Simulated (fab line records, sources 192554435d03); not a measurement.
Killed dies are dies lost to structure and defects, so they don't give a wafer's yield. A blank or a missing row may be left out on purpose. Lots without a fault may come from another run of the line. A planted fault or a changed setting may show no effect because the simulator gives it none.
Chamber matching | flow n5_finfet | N5_BEOL_M7_PECVD_70 on pecvd-04: 3 sister chambers
The step deposits SiO2 from TEOS/O2, target thk 20 nm, time 22.7 s. 22 wafers are shown with their chamber, then 11 later ones without.

WAFERS WITH THEIR CHAMBER
wafer  | chamber | throttle_valve_pct (%) | heater_power_w (W) | showerhead_plenum_p_Torr (Torr)
L077.1 | 2       | 20.6                   | 704                | 8.73
L077.3 | 1       | 22.1                   | 719                | 8.75
L077.6 | 1       | 22.0                   | 729                | 8.74
L078.2 | 1       | 21.9                   | 747                | 8.75
L078.4 | 2       | 20.7                   | 656                | 8.75
L078.5 | 2       | 20.7                   | 649                | 8.75
L080.2 | 2       | 20.5                   | 721                | 8.75
L080.4 | 1       | 22.0                   | 744                | 8.77
L080.5 | 1       | 21.8                   | 738                | 8.78
L083.1 | 0       | 23.6                   | 771                | 8.78
L083.5 | 0       | 23.6                   | 770                | 8.79
L083.6 | 1       | 22.0                   | 723                | 8.74
L082.1 | 0       | 23.5                   | 756                | 8.76
L082.3 | 1       | 21.9                   | 708                | 8.73
L082.5 | 1       | 21.8                   | 710                | 8.75
L085.3 | 1       | 22.0                   | 786                | 8.75
L085.5 | 1       | 22.1                   | 766                | 8.76
L085.6 | 2       | 20.6                   | 718                | 8.74
L088.1 | 0       | 23.9                   | 863                | 8.78
L088.4 | 2       | 20.7                   | 631                | 8.76
L088.5 | 0       | 23.4                   | 844                | 8.78
L090.1 | 1       | 21.9                   | 808                | 8.74

SIGNATURES (means of the wafers above)
reading                  | chamber 0 | chamber 1 | chamber 2 | scatter within a chamber
throttle_valve_pct       | 23.600    | 21.955    | 20.633    | 0.122
heater_power_w           | 800.80    | 743.45    | 679.83    | 37.9
showerhead_plenum_p_Torr | 8.7780    | 8.7509    | 8.7467    | 0.0128
Rule: a wafer's distance from a chamber is the root of the sum, over the readings, of the square of ((its reading less the chamber's mean) divided by the reading's scatter). The wafer belongs to the nearest chamber; if the next one is less than 2 further off, it can't be placed. The scatter: the root of (the sum of the squares of (reading less its chamber's mean) over the shown wafers, divided by (wafers less chambers)).

WAFERS WITHOUT THEIR CHAMBER
wafer  | throttle_valve_pct (%) | heater_power_w (W) | showerhead_plenum_p_Torr (Torr)
L090.3 | 21.9                   | 796                | 8.75
L090.5 | 21.8                   | 822                | 8.75
L093.3 | 23.6                   | 851                | 8.77
L093.4 | 21.8                   | 732                | 8.77
L093.6 | 23.7                   | 844                | 8.76
L094.1 | 20.7                   | 617                | 8.76
L094.5 | 23.6                   | 839                | 8.76
L094.6 | 20.9                   | 626                | 8.75
L097.1 | 20.9                   | 707                | 8.73
L097.2 | 21.5                   | 642                | 8.77
L097.3 | 21.7                   | 664                | 8.76

WHICH CHAMBER EACH WENT THROUGH
wafer  | from the rows above | in truth
L090.3 | 1                   | 1
L090.5 | 1                   | 1
L093.3 | 0                   | 0
L093.4 | 1                   | 1
L093.6 | 0                   | 0
L094.1 | 2                   | 2
L094.5 | 0                   | 0
L094.6 | 2                   | 2
L097.1 | 2                   | 2
L097.2 | 1                   | 1
L097.3 | 1                   | 1
Placed correctly: 11 of 11. Can't be placed from these rows: 0. Placed wrongly: 0.
